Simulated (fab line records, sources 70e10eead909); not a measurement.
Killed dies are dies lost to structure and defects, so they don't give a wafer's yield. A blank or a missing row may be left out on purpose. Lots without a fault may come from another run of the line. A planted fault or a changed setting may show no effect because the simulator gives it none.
Chamber matching | flow nand_harc | NHARC_A_CONTACT_DESCUM_13 on rie_diel-04: 4 sister chambers
The step chemistry O2, time 3 s. 8 wafers are shown with their chamber, then 7 later ones without.

WAFERS WITH THEIR CHAMBER
wafer  | chamber | drypump_motor_current_A (A) | showerhead_plenum_p_Torr (Torr)
L080.2 | 3       | 5.4                         | 1.86
L079.2 | 3       | 5.5                         | 1.86
L079.6 | 2       | 6.0                         | 1.80
L081.1 | 1       | 4.9                         | 1.82
L081.5 | 1       | 4.9                         | 1.82
L081.6 | 0       | 5.4                         | 2.07
L089.3 | 2       | 6.0                         | 1.79
L089.4 | 0       | 5.4                         | 2.07

WAFERS WITHOUT THEIR CHAMBER
wafer  | drypump_motor_current_A (A) | showerhead_plenum_p_Torr (Torr)
L089.6 | 4.9                         | 1.82
L091.1 | 4.8                         | 1.81
L091.4 | 5.4                         | 2.06
L091.5 | 6.0                         | 1.79
L095.1 | 5.4                         | 1.84
L095.4 | 6.0                         | 1.78
L095.6 | 5.4                         | 1.84

WHICH CHAMBER EACH WENT THROUGH
wafer  | from the rows above | in truth
L089.6 | 1                   | 1
L091.1 | 1                   | 1
L091.4 | 0                   | 0
L091.5 | 2                   | 2
L095.1 | 3                   | 3
L095.4 | 2                   | 2
L095.6 | 3                   | 3
Placed correctly: 7 of 7. Can't be placed from these rows: 0. Placed wrongly: 0.
How it was worked out, from the rows above alone: a wafer's distance from a chamber is the root of the sum, over the readings, of the square of ((its reading less the chamber's mean) divided by the reading's scatter). The wafer belongs to the nearest chamber; if the next one is less than 2 further off, it can't be placed. A chamber's mean is the mean of its shown wafers. The scatter: the root of (the sum of the squares of (reading less its chamber's mean) over the shown wafers, divided by (wafers less chambers)).
